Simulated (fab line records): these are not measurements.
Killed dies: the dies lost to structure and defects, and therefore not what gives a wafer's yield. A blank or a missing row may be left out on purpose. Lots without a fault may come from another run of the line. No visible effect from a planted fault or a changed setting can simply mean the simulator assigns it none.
Which tool is to blame? + flow nand_harc + at 1 step of a route of 1302, 14 lots with 42 wafers sampled

WHAT EACH GAUGE READ, for each wafer
NHARC_A_CHANNEL_HOLE_D2_CD_MEAS_10: the cd target is 100 nm.
| lot  | measured     | on        | cd_nm (nm)        |
|------|--------------|-----------|-------------------|
| L128 | day 13 08:50 | cd_sem-01 | 100.3 100.7 99.9  |
| L131 | day 14 05:33 | cd_sem-01 | 100.1 100.2 99.5  |
| L130 | day 14 05:55 | cd_sem-02 | 99.9 99.9 100.0   |
| L133 | day 15 01:25 | cd_sem-03 | 100.0 100.6 99.8  |
| L132 | day 15 02:08 | cd_sem-02 | 99.8 100.1 100.1  |
| L134 | day 16 02:38 | cd_sem-02 | 99.0 99.3 98.8    |
| L136 | day 17 04:47 | cd_sem-02 | 99.9 100.1 100.1  |
| L137 | day 17 17:35 | cd_sem-02 | 99.5 99.1 100.5   |
| L139 | day 17 21:10 | cd_sem-01 | 99.5 99.3 99.2    |
| L142 | day 18 20:50 | cd_sem-02 | 99.4 99.3 99.4    |
| L148 | day 21 07:40 | cd_sem-03 | 99.6 99.8 99.8    |
| L150 | day 22 12:14 | cd_sem-03 | 100.0 99.7 99.4   |
| L149 | day 22 13:15 | cd_sem-03 | 99.0 99.2 99.4    |
| L151 | day 23 00:39 | cd_sem-01 | 100.8 100.1 100.4 |

WHICH TOOL RAN EACH LOT (tool, then ch and the chambers of the sampled wafers, then the start)
The record holds no process step before these readings.

AS READ BY THE TOOLS THEMSELVES (means over the sampled wafers that have a number; for cases with no such wafer, the mark the record gives instead)
The record holds no such reading with a usual standard deviation.

THE ANSWER, worked out from the rows above alone
Rule: usual is defined by the lots themselves. Put in order of their means at a reading, lots are off if they are a third of the lots or fewer, leave a main group of 4 or more, and stand apart from it by a gap of 3 or more times the standard deviation of the main group's means; of several such gaps the widest counts. A main group whose means are all the same, to the digits that the tables above print for the reading, isn't used. A lot without any number at a reading at which 4 lots or more have one is off too. All remaining lots with rows at the step are treated as sound. First the gauges in route order, then the tools' own readings, where a lot's mean is used as printed above. At the first step where some lot is off, the reading lying furthest off is the one used; lots without a number count as furthest.
No lot is off at any reading shown: from this, nothing can be told.

WHAT THE SIMULATOR HAD INSERTED
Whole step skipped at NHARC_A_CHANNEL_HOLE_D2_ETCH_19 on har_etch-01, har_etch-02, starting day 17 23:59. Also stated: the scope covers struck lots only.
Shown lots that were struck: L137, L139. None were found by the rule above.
